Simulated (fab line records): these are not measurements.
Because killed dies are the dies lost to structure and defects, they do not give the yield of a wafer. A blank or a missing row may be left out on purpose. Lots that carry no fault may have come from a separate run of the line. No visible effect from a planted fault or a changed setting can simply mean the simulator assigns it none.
A struck lot beside a sound one | flow nand harc | 14 steps out of a route of 1302
Sound: these wafers, L870.1, L870.2, L870.3. The struck wafers were L878.1, L878.3, L878.4. The cause is named last.
Order at every step that has rows: each side's tool, ch and its chambers, its first start. Under that, the readings that differ: sound wafers | struck wafers | difference of the means | sigmas: that difference in standard deviations of wafers without a fault.
alike: words and numbers the same on both sides, and readings whose means are apart by under 2 such deviations; not compared: readings that were withheld, readings missing a value for some wafer, numbers with overlapping values and no deviation given by the record, and bounds like >300 which may hide the same value.
The two part at a step that has a row with sigmas, a row that says differs or no value, or rows on one side only. When numbers do not overlap yet have no deviation, they are printed without sigmas and do not part them. A reading missing from all wafers of one side parts the sides only when that side holds two or more wafers.

NHARC_A_STAIRCASE_TRIM_220: chemistry O2, time 211.2 s.
  sound on rie diel-03 ch 0,2,3, day 17 21:58; struck on rie diel-04 ch 1,2,3, day 20 08:24
  alike: chamber pressure mTorr, drypump motor current A, oes product au, rf vpp V, showerhead plenum p Torr, throttle valve pct
  not compared: rf hours counter h
then, 4 steps without rows for these wafers: NHARC_A_STAIRCASE_ETCH_221 (etches the open film in C4F8/O2, target depth 100 nm, time 40.5 s); NHARC_A_STAIRCASE_TRIM_222 (chemistry O2, time 211.2 s); NHARC_A_STAIRCASE_ETCH_223 (etches the open film in C4F8/O2, target depth 100 nm, time 40.5 s); NHARC_A_STAIRCASE_TRIM_224 (chemistry O2, time 211.2 s).
NHARC_A_STAIRCASE_ETCH_225: etches the open film in C4F8/O2, target depth 100 nm, time 40.5 s.
  sound: rie diel-03 ch 0,1,3; struck: rie diel-04 ch 0,2,3
  reading                | sound    | struck   | difference | sigmas
  rf hours counter h (h) | 38 40 42 | 37 33 25 | -8         |
  alike: bias w, chamber pressure mTorr, oes product au, rf vpp V
then, 2 steps without rows for these wafers: NHARC_A_STAIRCASE_TRIM_226 (chemistry O2, time 211.2 s); NHARC_A_STAIRCASE_ETCH_227 (etches the open film in C4F8/O2, target depth 100 nm, time 40.5 s).
NHARC_A_STAIRCASE_TRIM_229: chemistry O2, time 211.2 s.
  sound on rie diel-03 ch 0,1,3, day 17 22:59; struck on rie diel-04 ch 1,2,3, day 20 09:28
  reading                | sound    | struck   | difference | sigmas
  rf hours counter h (h) | 39 42 40 | 37 32 33 | -6         |
  alike: chamber pressure mTorr, drypump motor current A, oes product au, rf vpp V, showerhead plenum p Torr, throttle valve pct
then, 1 step without rows for these wafers: NHARC_A_STAIRCASE_ETCH_230 (etches the open film in C4F8/O2, target depth 100 nm, time 40.5 s).
NHARC_A_STAIRCASE_TRIM_231: chemistry O2, time 211.2 s.
  sound: rie diel-03 ch 0,1,2; struck: rie diel-04 ch 0,1,2
  reading                | sound    | struck   | difference | sigmas
  rf hours counter h (h) | 42 39 37 | 25 32 33 | -9         |
  alike: chamber pressure mTorr, drypump motor current A, oes product au, rf vpp V, showerhead plenum p Torr, throttle valve pct
NHARC_A_STAIRCASE_ETCH_232: etches the open film in C4F8/O2, target depth 100 nm, time 40.5 s.
  sound on rie diel-03 ch 0,2,3, day 17 23:25; struck on rie diel-04 ch 0,2,3, day 20 09:53
  no value came back on the struck wafers for any of 5 readings (bias w (W), chamber pressure mTorr (mTorr) and others); on the sound wafers bias w (W) reads 997.6 1000.3 1001.2
NHARC_A_STAIRCASE_TRIM_233: chemistry O2, time 211.2 s.
  sound: rie diel-03 ch 1,2,3; struck: rie diel-04 ch 0,1,2
  reading                | sound    | struck   | difference | sigmas
  rf hours counter h (h) | 39 37 40 | 32 26 33 | -8         |
  alike: chamber pressure mTorr, drypump motor current A, oes product au, rf vpp V, showerhead plenum p Torr, throttle valve pct
-- record jumps: 8 days between struck wafers' starts before vs after; left off in module A_STAIRCASE, resumes in module END, first step shown is number 1302 of the route --
NHARC_END_SORT_01:
  here the record holds rows for the struck wafers (prober-02 ch 0, day 28 19:55) but none for the sound ones

## WHERE THEY PART
At NHARC_A_STAIRCASE_ETCH_232 first; at NHARC_END_SORT_01 last (within this record only).

WHY: what the simulator had put in
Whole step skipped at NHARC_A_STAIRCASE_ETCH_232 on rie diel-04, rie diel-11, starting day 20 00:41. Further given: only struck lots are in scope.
